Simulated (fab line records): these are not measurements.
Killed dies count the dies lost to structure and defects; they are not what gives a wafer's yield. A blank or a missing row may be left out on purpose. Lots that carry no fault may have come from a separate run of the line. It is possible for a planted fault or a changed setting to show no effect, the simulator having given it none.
The same fault as seen by 3 desks || flow n5_finfet || only its own numbers are on each desk; what lay behind them is given at the end

== THE TOOL OWNER'S DESK: rie_si-05 ==
The tool's own readings at N5_SD_EPI_N_SD_RECESS_17 (chemistry HBr/Cl2/O2, target depth 41 nm, time 23.7 s, bt time 3 s): means of the sampled wafers that have a number, for each lot that ran on this tool. A lot is out of limits, marked OUT, if its mean lies more than 4 standard deviations from the usual mean; the brackets give that distance.
Columns: A = drypump_motor_current_A at N5_SD_EPI_N_SD_RECESS_17, usual 5.8 A; B = oes_product_au at N5_SD_EPI_N_SD_RECESS_17, usual 1.005 a.u.; C = throttle_valve_pct at N5_SD_EPI_N_SD_RECESS_17, usual 37.0 %
{"lot": "L334", "first seen here": "day 3 13:10", "A": 6.3, "B": 1.014, "C": 36.7}
{"lot": "L342", "first seen here": "day 5 11:15", "A": 6.0, "B": 0.982, "C": 36.7}
{"lot": "L344", "first seen here": "day 5 22:38", "A": 6.3, "B": 0.980, "C": 36.7}
{"lot": "L353", "first seen here": "day 8 04:16", "A": 5.8, "B": 0.994, "C": 36.9}
{"lot": "L354", "first seen here": "day 8 07:19", "A": 6.3, "B": 1.002, "C": 37.0}
Finding of this desk: none of the 5 lots has anything out of limits.

== THE DEFECT DESK ==
Inspection counts along the route, by lot: the mean over sampled wafers that carry a number. A lot is out of limits, marked OUT, if its mean lies more than 4 standard deviations from the usual mean; the brackets give that distance.
Columns: A = raw_defect_count at N5_SD_EPI_N_INSPECT_11, usual 2.1
{"lot": "L334", "first seen here": "day 3 12:25", "A": 0.7}
{"lot": "L342", "first seen here": "day 5 10:32", "A": 1.0}
{"lot": "L344", "first seen here": "day 5 21:28", "A": 3.0}
{"lot": "L345", "first seen here": "day 6 01:51", "A": 1.0}
{"lot": "L353", "first seen here": "day 8 03:32", "A": 2.0}
{"lot": "L354", "first seen here": "day 8 06:36", "A": 1.3}
Finding of this desk: none of the 6 lots has anything out of limits.

== METROLOGY DESK ==
What the gauges read for every lot (on any tool): the sampled wafers with a number, averaged. A lot is out of limits, marked OUT, if its mean lies more than 4 standard deviations from the usual mean; the brackets give that distance.
Columns: A = cd_nm at N5_SD_EPI_N_CD_MEAS_09, usual 120.2 nm; B = SD_N_BLK_OVL at N5_SD_EPI_N_OVL_MEAS_10, usual 0.2 nm
{"lot": "L334", "first seen here": "day 3 12:22", "A": 120.9, "B": -0.1}
{"lot": "L342", "first seen here": "day 5 10:28", "A": 120.0, "B": 1.1}
{"lot": "L344", "first seen here": "day 5 21:24", "A": 120.0, "B": 1.0}
{"lot": "L345", "first seen here": "day 6 01:47", "A": 120.1, "B": 0.1}
{"lot": "L353", "first seen here": "day 8 03:29", "A": 120.7, "B": 0.6}
{"lot": "L354", "first seen here": "day 8 06:33", "A": 119.6, "B": 0.6}
Finding of this desk: none of the 6 lots has anything out of limits.

== ALL TOGETHER ==
The tool owner's desk saw nothing out of limits.
No out-of-limits result turned up at the defect desk.
Nothing out of limits was seen by the metrology desk.

== WHAT THE SIMULATOR HAD PUT IN ==
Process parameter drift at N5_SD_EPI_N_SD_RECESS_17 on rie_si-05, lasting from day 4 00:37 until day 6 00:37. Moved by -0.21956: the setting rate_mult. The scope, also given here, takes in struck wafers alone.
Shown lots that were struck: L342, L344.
